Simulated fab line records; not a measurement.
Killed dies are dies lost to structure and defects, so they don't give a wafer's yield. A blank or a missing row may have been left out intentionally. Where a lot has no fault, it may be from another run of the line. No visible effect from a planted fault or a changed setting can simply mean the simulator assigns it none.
Chamber matching ; flow n5Finfet ; N5_BEOL_M3_ALD_84 on aldMetal-03 has 4 sister chambers
The step deposits TaN, pulse time 2 s, purge time 3 s, co reactant purge time 2 s. 8 wafers are shown with their chamber, then 12 later ones without.

## WAFERS, EACH WITH ITS CHAMBER
wafer;chamber;heaterPowerW (W)
L084.2;1;455
L084.6;1;469
L091.1;0;427
L091.3;3;369
L091.6;3;363
L089.1;2;408
L089.3;0;424
L089.5;2;400

## WAFERS MISSING THEIR CHAMBER
wafer;heaterPowerW (W)
L094.1;443
L094.2;406
L094.3;427
L094.4;359
L094.5;407
L094.6;363
L095.1;422
L095.5;415
L095.6;375
L096.3;455
L096.5;408
L096.6;369

## CHAMBER TAKEN BY EACH
wafer;from the rows above;in truth
L094.1;can't be placed: 0 or 1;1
L094.2;2;2
L094.3;0;0
L094.4;3;3
L094.5;2;2
L094.6;3;3
L095.1;0;0
L095.5;can't be placed: 0 or 2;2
L095.6;3;3
L096.3;1;1
L096.5;2;2
L096.6;3;3
10 of 12 placed correctly. These rows do not allow placing 2 (true chamber among the candidates in 2). 0 placed wrongly.
How it was worked out, from the rows above alone: a wafer's distance from a chamber is the root of the sum, over the readings, of the square of ((its reading less the chamber's mean) divided by the reading's scatter). The wafer belongs to the nearest chamber; if the next one is less than 2 further off, it can't be placed. Each chamber's mean is taken over the wafers shown for it. The scatter: take each reading less its chamber's mean, square it, sum over the shown wafers, divide by the number of wafers less the number of chambers, and take the root.
